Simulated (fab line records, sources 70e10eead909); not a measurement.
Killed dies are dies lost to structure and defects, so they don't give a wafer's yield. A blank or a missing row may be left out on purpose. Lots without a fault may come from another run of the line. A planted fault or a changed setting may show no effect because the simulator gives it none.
Chamber matching | flow nand_harc | NHARC_A_STAIRCASE_ALD_415 on ald_hk-04: 4 sister chambers
The step deposits SiO2, target thk 30 nm, pulse time 6 s, ald cycles 300. 16 wafers are shown with their chamber, then 8 later ones without.

WAFERS WITH THEIR CHAMBER
wafer  | chamber | heater_power_w (W) | precursor_pulse_height_rel
L074.1 | 0       | 463                | 1.007
L074.4 | 1       | 386                | 1.014
L074.6 | 2       | 495                | 0.944
L074.2 | 2       | 502                | 1.005
L074.3 | 3       | 480                | 1.014
L074.5 | 1       | 388                | 0.978
L075.2 | 0       | 484                | 1.004
L075.5 | 2       | 503                | 1.016
L075.6 | 3       | 473                | 1.000
L076.1 | 3       | 474                | 1.021
L076.2 | 0       | 471                | 1.010
L076.6 | 1       | 391                | 0.997
L081.2 | 3       | 463                | 0.994
L081.3 | 0       | 473                | 1.031
L081.5 | 2       | 495                | 1.008
L083.2 | 0       | 479                | 0.986

SIGNATURES (means of the wafers above)
reading                    | chamber 0 | chamber 1 | chamber 2 | chamber 3 | scatter within a chamber
heater_power_w             | 474.00    | 388.33    | 498.75    | 472.50    | 6.29
precursor_pulse_height_rel | 1.00760   | 0.99633   | 0.99325   | 1.00725   | 0.0213
Rule: a wafer's distance from a chamber is the root of the sum, over the readings, of the square of ((its reading less the chamber's mean) divided by the reading's scatter). The wafer belongs to the nearest chamber; if the next one is less than 2 further off, it can't be placed. The scatter: the root of (the sum of the squares of (reading less its chamber's mean) over the shown wafers, divided by (wafers less chambers)).

WAFERS WITHOUT THEIR CHAMBER
wafer  | heater_power_w (W) | precursor_pulse_height_rel
L083.3 | 382                | 1.015
L083.4 | 471                | 0.980
L097.1 | 404                | 0.967
L097.2 | 450                | 1.015
L097.4 | 513                | 1.004
L095.1 | 451                | 1.018
L095.2 | 493                | 0.982
L095.5 | 390                | 0.994

WHICH CHAMBER EACH WENT THROUGH
wafer  | from the rows above     | in truth
L083.3 | 1                       | 1
L083.4 | can't be placed: 3 or 0 | 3
L097.1 | 1                       | 1
L097.2 | can't be placed: 3 or 0 | 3
L097.4 | 2                       | 2
L095.1 | can't be placed: 3 or 0 | 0
L095.2 | 2                       | 2
L095.5 | 1                       | 1
Placed correctly: 5 of 8. Can't be placed from these rows: 3 (the true chamber is among the candidates in 3). Placed wrongly: 0.
